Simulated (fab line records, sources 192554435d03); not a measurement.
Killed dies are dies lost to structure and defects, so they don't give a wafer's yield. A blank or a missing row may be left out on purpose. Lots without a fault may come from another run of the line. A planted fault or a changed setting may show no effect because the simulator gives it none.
Chamber matching | flow n5_finfet | N5_DUMMY_GATE_ETCH_32 on rie_si-01: 4 sister chambers
The step etches SiO2 in CF4, target depth 3.5 nm, time 3.9 s. 8 wafers are shown with their chamber, then 10 later ones without.

WAFERS WITH THEIR CHAMBER
wafer  | chamber | drypump_motor_current_A (A) | throttle_valve_pct (%)
L077.5 | 2       | 5.5                         | 21.82
L080.1 | 0       | 6.5                         | 21.44
L085.6 | 3       | 5.3                         | 21.56
L087.2 | 1       | 5.2                         | 21.16
L087.3 | 0       | 6.4                         | 21.45
L087.6 | 3       | 5.3                         | 21.58
L088.1 | 1       | 5.2                         | 21.16
L088.2 | 2       | 5.5                         | 21.83

WAFERS WITHOUT THEIR CHAMBER
wafer  | drypump_motor_current_A (A) | throttle_valve_pct (%)
L088.4 | 5.2                         | 21.55
L089.1 | 5.5                         | 21.83
L089.4 | 6.5                         | 21.45
L089.6 | 5.3                         | 21.55
L096.2 | 5.3                         | 21.56
L096.3 | 6.5                         | 21.45
L096.4 | 5.5                         | 21.82
L097.2 | 5.6                         | 21.84
L097.3 | 5.2                         | 21.16
L097.6 | 5.3                         | 21.57

WHICH CHAMBER EACH WENT THROUGH
wafer  | from the rows above | in truth
L088.4 | 3                   | 3
L089.1 | 2                   | 2
L089.4 | 0                   | 0
L089.6 | 3                   | 3
L096.2 | 3                   | 3
L096.3 | 0                   | 0
L096.4 | 2                   | 2
L097.2 | 2                   | 2
L097.3 | 1                   | 1
L097.6 | 3                   | 3
Placed correctly: 10 of 10. Can't be placed from these rows: 0. Placed wrongly: 0.
How it was worked out, from the rows above alone: a wafer's distance from a chamber is the root of the sum, over the readings, of the square of ((its reading less the chamber's mean) divided by the reading's scatter). The wafer belongs to the nearest chamber; if the next one is less than 2 further off, it can't be placed. A chamber's mean is the mean of its shown wafers. The scatter: the root of (the sum of the squares of (reading less its chamber's mean) over the shown wafers, divided by (wafers less chambers)).
